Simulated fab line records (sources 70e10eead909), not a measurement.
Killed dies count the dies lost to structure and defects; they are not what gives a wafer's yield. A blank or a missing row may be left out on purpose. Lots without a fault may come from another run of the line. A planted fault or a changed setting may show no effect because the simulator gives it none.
Chamber matching -- flow nand harc -- NHARC_A_CHANNEL_FILL_D1_ALD_25 on ald hk-03 has 4 sister chambers
The step deposits SiOx, target thk 60 nm, pulse time 10 s, ald cycles 600. 7 wafers are shown with their chamber, then 7 later ones without.

## WAFERS WITH THEIR CHAMBER
wafer,chamber,heater power w (W),precursor pulse height rel
L075.3,0,328,1.017
L081.6,0,329,1.002
L088.1,2,495,0.969
L088.2,3,459,1.008
L088.4,1,454,1.013
L089.2,1,436,1.003
L089.4,3,467,1.008

## WAFERS WHOSE CHAMBER IS MISSING
wafer,heater power w (W),precursor pulse height rel
L089.5,323,1.026
L091.1,328,1.015
L091.2,448,0.942
L091.3,503,0.993
L097.1,494,1.017
L097.2,430,0.974
L097.5,446,0.990

## EACH ONE'S CHAMBER
wafer,from the rows above,in truth
L089.5,0,0
L091.1,0,0
L091.2,2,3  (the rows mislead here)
L091.3,can't be placed: 2 or 3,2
L097.1,3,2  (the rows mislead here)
L097.2,can't be placed: 1 or 3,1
L097.5,can't be placed: 1 or 3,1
Placed correctly: 2 of 7. Cannot be placed on the basis of these rows: 3; the candidates contain the true chamber in 3. Wrongly placed: 2.
How it was worked out, from the rows above alone: a wafer's distance from a chamber is the root of the sum, over the readings, of the square of ((its reading less the chamber's mean) divided by the reading's scatter). The wafer belongs to the nearest chamber; if the next one is less than 2 further off, it can't be placed. For every chamber, the mean is computed from those of its wafers that are shown. How the scatter is found: for the shown wafers, subtract from each reading the mean of its chamber, square and add these, divide the total by (wafers less chambers), then take the root.
